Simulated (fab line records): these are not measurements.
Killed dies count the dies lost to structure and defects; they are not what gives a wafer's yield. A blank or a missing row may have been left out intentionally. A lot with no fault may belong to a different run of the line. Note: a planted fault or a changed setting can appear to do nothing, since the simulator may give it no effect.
Matching of chambers :: flow n5Finfet :: N5_SDB_ETCH_17 on rieDiel-06 has 4 sister chambers
The step etches SiARC in CF4, target depth 23.4 nm, time 39 s. 18 wafers are shown with their chamber, then 9 later ones without.

## WAFERS PAIRED WITH THEIR CHAMBERS
wafer: L074.2
chamber: 1
showerheadPlenumPTorr (Torr): 2.27
drypumpMotorCurrentA (A): 6.4
oesProductAu (a.u.): 0.78

wafer: L074.3
chamber: 2
showerheadPlenumPTorr (Torr): 2.07
drypumpMotorCurrentA (A): 5.6
oesProductAu (a.u.): 0.69

wafer: L074.4
chamber: 1
showerheadPlenumPTorr (Torr): 2.27
drypumpMotorCurrentA (A): 6.5
oesProductAu (a.u.): 0.79

wafer: L075.1
chamber: 3
showerheadPlenumPTorr (Torr): 2.04
drypumpMotorCurrentA (A): 6.6
oesProductAu (a.u.): 0.61

wafer: L075.4
chamber: 1
showerheadPlenumPTorr (Torr): 2.27
drypumpMotorCurrentA (A): 6.5
oesProductAu (a.u.): 0.78

wafer: L075.5
chamber: 2
showerheadPlenumPTorr (Torr): 2.07
drypumpMotorCurrentA (A): 5.6
oesProductAu (a.u.): 0.68

wafer: L076.3
chamber: 3
showerheadPlenumPTorr (Torr): 2.04
drypumpMotorCurrentA (A): 6.6
oesProductAu (a.u.): 0.61

wafer: L076.5
chamber: 3
showerheadPlenumPTorr (Torr): 2.04
drypumpMotorCurrentA (A): 6.6
oesProductAu (a.u.): 0.61

wafer: L076.6
chamber: 2
showerheadPlenumPTorr (Torr): 2.07
drypumpMotorCurrentA (A): 5.6
oesProductAu (a.u.): 0.69

wafer: L077.2
chamber: 2
showerheadPlenumPTorr (Torr): 2.07
drypumpMotorCurrentA (A): 5.7
oesProductAu (a.u.): 0.67

wafer: L077.3
chamber: 1
showerheadPlenumPTorr (Torr): 2.27
drypumpMotorCurrentA (A): 6.5
oesProductAu (a.u.): 0.78

wafer: L077.4
chamber: 1
showerheadPlenumPTorr (Torr): 2.27
drypumpMotorCurrentA (A): 6.5
oesProductAu (a.u.): 0.78

wafer: L083.1
chamber: 3
showerheadPlenumPTorr (Torr): 2.03
drypumpMotorCurrentA (A): 6.6
oesProductAu (a.u.): 0.59

wafer: L083.4
chamber: 2
showerheadPlenumPTorr (Torr): 2.06
drypumpMotorCurrentA (A): 5.6
oesProductAu (a.u.): 0.67

wafer: L083.5
chamber: 3
showerheadPlenumPTorr (Torr): 2.03
drypumpMotorCurrentA (A): 6.6
oesProductAu (a.u.): 0.59

wafer: L088.2
chamber: 3
showerheadPlenumPTorr (Torr): 2.03
drypumpMotorCurrentA (A): 6.6
oesProductAu (a.u.): 0.58

wafer: L088.5
chamber: 0
showerheadPlenumPTorr (Torr): 2.14
drypumpMotorCurrentA (A): 5.9
oesProductAu (a.u.): 0.63

wafer: L088.6
chamber: 3
showerheadPlenumPTorr (Torr): 2.03
drypumpMotorCurrentA (A): 6.6
oesProductAu (a.u.): 0.59

SIGNATURES (means of the wafers above)
reading: showerheadPlenumPTorr
chamber 0: 2.1400
chamber 1: 2.2700
chamber 2: 2.0680
chamber 3: 2.0343
scatter within a chamber: 0.00424

reading: drypumpMotorCurrentA
chamber 0: 5.900
chamber 1: 6.480
chamber 2: 5.620
chamber 3: 6.600
scatter within a chamber: 0.0338

reading: oesProductAu
chamber 0: 0.6300
chamber 1: 0.7820
chamber 2: 0.6800
chamber 3: 0.5971
scatter within a chamber: 0.0101
Rule: for each reading, subtract the chamber's mean from the wafer's reading, divide by that reading's scatter and square the result; add these up over the readings and take the root, which gives the wafer's distance from the chamber. The wafer belongs to the nearest chamber; if the next one is less than 2 further off, it can't be placed. The scatter: the root of (the sum of the squares of (reading less its chamber's mean) over the shown wafers, divided by (wafers less chambers)).

## WAFERS WITHOUT THEIR CHAMBER
wafer: L089.1
showerheadPlenumPTorr (Torr): 2.06
drypumpMotorCurrentA (A): 5.6
oesProductAu (a.u.): 0.66

wafer: L089.4
showerheadPlenumPTorr (Torr): 2.26
drypumpMotorCurrentA (A): 6.5
oesProductAu (a.u.): 0.74

wafer: L089.6
showerheadPlenumPTorr (Torr): 2.14
drypumpMotorCurrentA (A): 5.9
oesProductAu (a.u.): 0.63

wafer: L090.2
showerheadPlenumPTorr (Torr): 2.06
drypumpMotorCurrentA (A): 5.6
oesProductAu (a.u.): 0.67

wafer: L090.3
showerheadPlenumPTorr (Torr): 2.03
drypumpMotorCurrentA (A): 6.6
oesProductAu (a.u.): 0.59

wafer: L090.6
showerheadPlenumPTorr (Torr): 2.06
drypumpMotorCurrentA (A): 5.6
oesProductAu (a.u.): 0.65

wafer: L093.1
showerheadPlenumPTorr (Torr): 2.03
drypumpMotorCurrentA (A): 6.6
oesProductAu (a.u.): 0.58

wafer: L093.5
showerheadPlenumPTorr (Torr): 2.03
drypumpMotorCurrentA (A): 6.6
oesProductAu (a.u.): 0.58

wafer: L093.6
showerheadPlenumPTorr (Torr): 2.06
drypumpMotorCurrentA (A): 5.6
oesProductAu (a.u.): 0.65

## THE CHAMBER EACH PASSED THROUGH
wafer: L089.1
from the rows above: 2
in truth: 2

wafer: L089.4
from the rows above: 1
in truth: 1

wafer: L089.6
from the rows above: 0
in truth: 0

wafer: L090.2
from the rows above: 2
in truth: 2

wafer: L090.3
from the rows above: 3
in truth: 3

wafer: L090.6
from the rows above: 2
in truth: 2

wafer: L093.1
from the rows above: 3
in truth: 3

wafer: L093.5
from the rows above: 3
in truth: 3

wafer: L093.6
from the rows above: 2
in truth: 2
Correct placement for 9 of the 9. From these rows, 0 cannot be placed. Number placed wrongly: 0.
